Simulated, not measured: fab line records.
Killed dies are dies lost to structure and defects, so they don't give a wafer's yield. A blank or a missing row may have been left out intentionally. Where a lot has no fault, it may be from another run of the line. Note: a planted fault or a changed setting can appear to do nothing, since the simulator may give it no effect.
Matching of chambers    flow nand harc    NHARC_A_STAIRCASE_DESCUM_270 on rie diel-05 has 4 sister chambers
The step chemistry O2, time 3 s. 16 wafers are shown with their chamber, then 8 later ones without.

== WAFERS WITH THEIR CHAMBER ==
wafer   chamber  drypump motor current A (A)  showerhead plenum p Torr (Torr)  oes product au (a.u.)
L075.3  3        4.9                          1.83                             0.998
L075.4  1        4.8                          1.97                             1.009
L075.5  1        4.8                          1.97                             1.009
L077.1  3        4.9                          1.83                             1.006
L077.4  1        4.7                          1.96                             1.015
L077.6  2        6.2                          1.88                             0.997
L081.2  0        6.1                          1.91                             0.998
L081.3  2        6.3                          1.88                             0.990
L081.6  0        6.1                          1.91                             1.008
L083.3  1        4.8                          1.96                             0.996
L083.5  2        6.3                          1.87                             0.984
L083.6  3        4.8                          1.83                             0.995
L084.4  3        4.9                          1.82                             0.998
L084.5  0        6.1                          1.90                             0.998
L084.6  1        4.7                          1.95                             0.999
L085.1  3        4.9                          1.82                             0.999

SIGNATURES, as means of the wafers listed above
reading                   chamber 0  chamber 1  chamber 2  chamber 3  scatter within a chamber
drypump motor current A   6.100      4.760      6.267      4.880      0.0471
showerhead plenum p Torr  1.9067     1.9620     1.8767     1.8260     0.00667
oes product au            1.00133    1.00560    0.99033    0.99920    0.00623
Rule: for each reading, subtract the chamber's mean from the wafer's reading, divide by that reading's scatter and square the result; add these up over the readings and take the root, which gives the wafer's distance from the chamber. If the next closest chamber is less than 2 further off than the closest, the wafer can't be placed; otherwise it belongs to the closest. The scatter: the root of (the sum of the squares of (reading less its chamber's mean) over the shown wafers, divided by (wafers less chambers)).

== WAFERS WHOSE CHAMBER IS MISSING ==
wafer   drypump motor current A (A)  showerhead plenum p Torr (Torr)  oes product au (a.u.)
L085.3  6.1                          1.90                             1.000
L085.5  6.1                          1.90                             1.006
L089.1  6.2                          1.87                             0.996
L089.3  6.1                          1.90                             1.001
L089.6  4.8                          1.95                             0.996
L094.2  6.3                          1.86                             0.998
L094.3  4.9                          1.81                             1.000
L094.6  6.2                          1.86                             0.994

== THE CHAMBER EACH PASSED THROUGH ==
wafer   from the rows above  in truth
L085.3  0                    0
L085.5  0                    0
L089.1  2                    2
L089.3  0                    0
L089.6  1                    1
L094.2  2                    2
L094.3  3                    3
L094.6  2                    2
Correctly placed: 8 of 8. Not placeable from these rows: 0. Wrongly placed: 0.
